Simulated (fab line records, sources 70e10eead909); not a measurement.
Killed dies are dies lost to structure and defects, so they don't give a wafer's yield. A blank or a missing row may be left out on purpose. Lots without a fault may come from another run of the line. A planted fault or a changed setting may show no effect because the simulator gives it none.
Chamber matching | flow nand_harc | NHARC_A_BLC_DESCUM_15 on rie_diel-05: 4 sister chambers
The step chemistry O2, time 3 s. 4 wafers are shown with their chamber, then 7 later ones without.

WAFERS WITH THEIR CHAMBER
wafer  | chamber | showerhead_plenum_p_Torr (Torr)
L569.3 | 2       | 2.02
L575.1 | 3       | 1.77
L581.1 | 1       | 1.83
L581.3 | 0       | 1.91

WAFERS WITHOUT THEIR CHAMBER
wafer  | showerhead_plenum_p_Torr (Torr)
L581.4 | 1.77
L579.3 | 1.77
L579.4 | 2.01
L579.6 | 1.91
L582.1 | 1.83
L582.4 | 1.77
L582.5 | 2.01

WHICH CHAMBER EACH WENT THROUGH
wafer  | from the rows above | in truth
L581.4 | 3                   | 3
L579.3 | 3                   | 3
L579.4 | 2                   | 2
L579.6 | 0                   | 0
L582.1 | 1                   | 1
L582.4 | 3                   | 3
L582.5 | 2                   | 2
Placed correctly: 7 of 7. Can't be placed from these rows: 0. Placed wrongly: 0.
How it was worked out, from the rows above alone: a wafer's distance from a chamber is the root of the sum, over the readings, of the square of ((its reading less the chamber's mean) divided by the reading's scatter). The wafer belongs to the nearest chamber; if the next one is less than 2 further off, it can't be placed. A chamber's mean is the mean of its shown wafers. The scatter: with one shown wafer a chamber, the root of the mean of the squares of how far each hidden wafer lies from its nearest shown one.
